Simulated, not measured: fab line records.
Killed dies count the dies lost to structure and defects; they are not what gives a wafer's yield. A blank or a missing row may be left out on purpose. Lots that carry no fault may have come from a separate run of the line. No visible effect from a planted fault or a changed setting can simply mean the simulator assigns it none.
Matching of chambers	flow nand_harc	4 sister chambers for NHARC_P_ZERO_WELL_DESCUM_54 on rie_diel-09
The step chemistry O2, time 3 s. 8 wafers are shown with their chamber, then 7 later ones without.

## WAFERS WITH THEIR CHAMBER
wafer	chamber	showerhead_plenum_p_Torr (Torr)	drypump_motor_current_A (A)
L079.1	1	2.01	5.2
L079.6	3	2.04	5.2
L080.5	2	2.01	5.9
L080.6	3	2.03	5.2
L081.3	1	2.01	5.3
L081.4	2	2.01	5.9
L087.4	0	1.85	5.2
L087.5	0	1.85	5.2

## WAFERS MISSING THEIR CHAMBER
wafer	showerhead_plenum_p_Torr (Torr)	drypump_motor_current_A (A)
L087.6	2.03	5.2
L091.4	2.01	5.2
L091.5	1.84	5.2
L091.6	2.03	5.2
L092.3	2.03	5.2
L092.4	2.01	5.2
L092.6	2.01	5.2

## EACH ONE'S CHAMBER
wafer	from the rows above	in truth
L087.6	3	3
L091.4	1	1
L091.5	0	0
L091.6	3	3
L092.3	3	3
L092.4	1	1
L092.6	1	1
Placed correctly: 7 of 7. From these rows, 0 cannot be placed. 0 placed wrongly.
How it was worked out, from the rows above alone: a wafer's distance from a chamber is the root of the sum, over the readings, of the square of ((its reading less the chamber's mean) divided by the reading's scatter). If the next closest chamber is less than 2 further off than the closest, the wafer can't be placed; otherwise it belongs to the closest. The mean given for a chamber averages the wafers shown for that chamber. The scatter: take each reading less its chamber's mean, square it, sum over the shown wafers, divide by the number of wafers less the number of chambers, and take the root.
